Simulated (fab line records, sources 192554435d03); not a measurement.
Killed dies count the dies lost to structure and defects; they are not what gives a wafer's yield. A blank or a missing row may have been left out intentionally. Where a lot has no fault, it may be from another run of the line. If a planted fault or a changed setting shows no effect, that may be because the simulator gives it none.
Matching of chambers | flow n5_finfet | rie_diel-02 running N5_BEOL_M11_ETCH_62: 4 sister chambers
The step etches SOC in N2/H2, target depth 110 nm, overetch 22 nm, time 165 s. 8 wafers are shown with their chamber, then 8 later ones without.

## WAFERS WITH THEIR CHAMBER
wafer  | chamber | throttle_valve_pct (%) | drypump_motor_current_A (A)
L076.1 | 0       | 18.11                  | 6.0
L076.3 | 2       | 17.75                  | 5.8
L076.6 | 2       | 17.74                  | 5.8
L079.4 | 3       | 18.16                  | 5.1
L080.1 | 1       | 17.50                  | 5.9
L080.2 | 0       | 18.11                  | 6.0
L080.6 | 1       | 17.50                  | 5.9
L088.2 | 3       | 18.19                  | 5.0

## WAFERS WHOSE CHAMBER IS MISSING
wafer  | throttle_valve_pct (%) | drypump_motor_current_A (A)
L088.3 | 17.51                  | 5.9
L088.5 | 18.14                  | 6.0
L090.1 | 18.17                  | 6.0
L090.5 | 17.52                  | 5.9
L090.6 | 18.17                  | 6.0
L097.1 | 18.22                  | 5.0
L097.4 | 17.56                  | 5.9
L097.5 | 17.55                  | 5.9

## THE CHAMBER EACH PASSED THROUGH
wafer  | from the rows above | in truth
L088.3 | 1                   | 1
L088.5 | 0                   | 0
L090.1 | 0                   | 0
L090.5 | 1                   | 1
L090.6 | 0                   | 0
L097.1 | 3                   | 3
L097.4 | 1                   | 1
L097.5 | 1                   | 1
8 of 8 placed correctly. Can't be placed from these rows: 0. 0 placed wrongly.
How it was worked out, from the rows above alone: a wafer's distance from a chamber is the root of the sum, over the readings, of the square of ((its reading less the chamber's mean) divided by the reading's scatter). If the next closest chamber is less than 2 further off than the closest, the wafer can't be placed; otherwise it belongs to the closest. A chamber's mean is the mean of its shown wafers. The scatter: the root of (the sum of the squares of (reading less its chamber's mean) over the shown wafers, divided by (wafers less chambers)).
